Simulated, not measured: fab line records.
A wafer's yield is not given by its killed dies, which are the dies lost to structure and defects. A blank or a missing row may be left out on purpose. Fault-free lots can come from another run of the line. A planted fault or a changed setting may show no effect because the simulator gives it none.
Which tool did it? || flow n5 finfet || 9 lots with 27 wafers sampled at 2 steps, on a route of 1938 steps

WHAT THE GAUGES SHOWED, per wafer
N5_DUMMY_REMOVAL_INSPECT_06: inspects for defects (brightfield).
{"lot": "L370", "measured": "day 4 16:53", "on": "defect inspect-02", "raw defect count": "13 23 14"}
{"lot": "L373", "measured": "day 5 14:12", "on": "defect inspect-02", "raw defect count": "7 8 6"}
{"lot": "L378", "measured": "day 6 18:50", "on": "defect inspect-01", "raw defect count": "131 132 142"}
{"lot": "L379", "measured": "day 7 00:40", "on": "defect inspect-02", "raw defect count": "143 151 132"}
{"lot": "L380", "measured": "day 7 05:20", "on": "defect inspect-02", "raw defect count": "138 136 136"}
{"lot": "L383", "measured": "day 7 22:44", "on": "defect inspect-02", "raw defect count": "23 27 19"}
{"lot": "L388", "measured": "day 9 01:25", "on": "defect inspect-01", "raw defect count": "13 10 15"}
{"lot": "L389", "measured": "day 9 13:36", "on": "defect inspect-01", "raw defect count": "23 9 15"}
{"lot": "L390", "measured": "day 9 18:41", "on": "defect inspect-01", "raw defect count": "25 30 27"}

TOOL THAT RAN EACH LOT (tool first, then ch and the chambers of the sampled wafers, then the start)
{"lot": "L370", "N5_DUMMY_REMOVAL_HM_STRIP_01": "rie diel-04 ch 1,2, day 4 16:42"}
{"lot": "L373", "N5_DUMMY_REMOVAL_HM_STRIP_01": "rie diel-06 ch 0,2,3, day 5 14:01"}
{"lot": "L378", "N5_DUMMY_REMOVAL_HM_STRIP_01": "rie diel-03 ch 0,1,3, day 6 18:38"}
{"lot": "L379", "N5_DUMMY_REMOVAL_HM_STRIP_01": "rie diel-04 ch 0,1, day 7 00:28"}
{"lot": "L380", "N5_DUMMY_REMOVAL_HM_STRIP_01": "rie diel-06 ch 0,3, day 7 05:08"}
{"lot": "L383", "N5_DUMMY_REMOVAL_HM_STRIP_01": "rie diel-06 ch 2,3, day 7 22:32"}
{"lot": "L388", "N5_DUMMY_REMOVAL_HM_STRIP_01": "rie diel-04 ch 2,3, day 9 01:14"}
{"lot": "L389", "N5_DUMMY_REMOVAL_HM_STRIP_01": "rie diel-04 ch 0,1,2, day 9 13:24"}
{"lot": "L390", "N5_DUMMY_REMOVAL_HM_STRIP_01": "rie diel-03 ch 0,1, day 9 18:29"}
- N5_DUMMY_REMOVAL_HM_STRIP_01: strips SiNx in CH3F/O2, stops on poly-Si, target depth 4 nm, time 6.8 s.

THE ANSWER, worked out from the rows above alone
Rule: what is usual is taken from the lots themselves. Put in order of their means at a reading, lots are off if they are a third of the lots or fewer, leave a main group of 4 or more, and stand apart from it by a gap of 3 or more times the standard deviation of the main group's means; of several such gaps the widest counts. If all means in a main group match to the digits the tables above print for the reading, that group is not used. A lot without any number at a reading at which 4 lots or more have one is off too. Where the step has rows for the other lots, those lots are counted as sound.
Off, at N5_DUMMY_REMOVAL_INSPECT_06 on raw defect count: L378, L379, L380. For the main group the mean is 17 and the standard deviation 6.6.
If a tool, at a process step before that reading, ran all the lots that are off and no sound lot after the first of them, it fits. Those tools and the gauges at N5_DUMMY_REMOVAL_INSPECT_06 are tried in the same way. None of those tried fits.

WHAT WAS PUT IN BY THE SIMULATOR
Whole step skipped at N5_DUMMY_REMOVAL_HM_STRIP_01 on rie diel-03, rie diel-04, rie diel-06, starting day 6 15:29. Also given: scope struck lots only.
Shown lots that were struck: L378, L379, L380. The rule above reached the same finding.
